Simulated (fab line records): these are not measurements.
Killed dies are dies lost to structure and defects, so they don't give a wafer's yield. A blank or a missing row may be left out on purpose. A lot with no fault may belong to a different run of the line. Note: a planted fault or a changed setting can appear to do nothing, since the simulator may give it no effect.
Chamber matching    flow n5-finfet    3 sister chambers for N5_BEOL_M0_SAQP_PECVD_96 on pecvd-01
The step deposits a-Si from SiH4/He, target thk 45 nm, time 45.2 s. 6 wafers are shown with their chamber, then 9 later ones without.

## WAFERS PAIRED WITH THEIR CHAMBERS
wafer   chamber  throttle-valve-pct (%)  showerhead-plenum-p-Torr (Torr)
L082.3  1        19.0                    5.713
L086.4  2        17.1                    5.685
L086.6  0        17.1                    5.654
L087.1  1        18.7                    5.716
L087.2  0        17.5                    5.670
L087.3  2        17.3                    5.692

## WAFERS MISSING THEIR CHAMBER
wafer   throttle-valve-pct (%)  showerhead-plenum-p-Torr (Torr)
L092.2  18.8                    5.714
L092.4  18.8                    5.710
L092.6  16.9                    5.691
L096.2  17.2                    5.700
L096.3  17.8                    5.654
L096.5  17.3                    5.702
L097.2  17.6                    5.656
L097.4  18.8                    5.737
L097.5  17.0                    5.692

## THE CHAMBER EACH PASSED THROUGH
wafer   from the rows above  in truth
L092.2  1                    1
L092.4  1                    1
L092.6  2                    2
L096.2  2                    2
L096.3  0                    0
L096.5  2                    2
L097.2  0                    0
L097.4  1                    1
L097.5  2                    2
Correctly placed: 9 of 9. From these rows, 0 cannot be placed. Wrongly placed: 0.
How it was worked out, from the rows above alone: a wafer's distance from a chamber is the root of the sum, over the readings, of the square of ((its reading less the chamber's mean) divided by the reading's scatter). If the next closest chamber is less than 2 further off than the closest, the wafer can't be placed; otherwise it belongs to the closest. The mean given for a chamber averages the wafers shown for that chamber. The scatter: take each reading less its chamber's mean, square it, sum over the shown wafers, divide by the number of wafers less the number of chambers, and take the root.
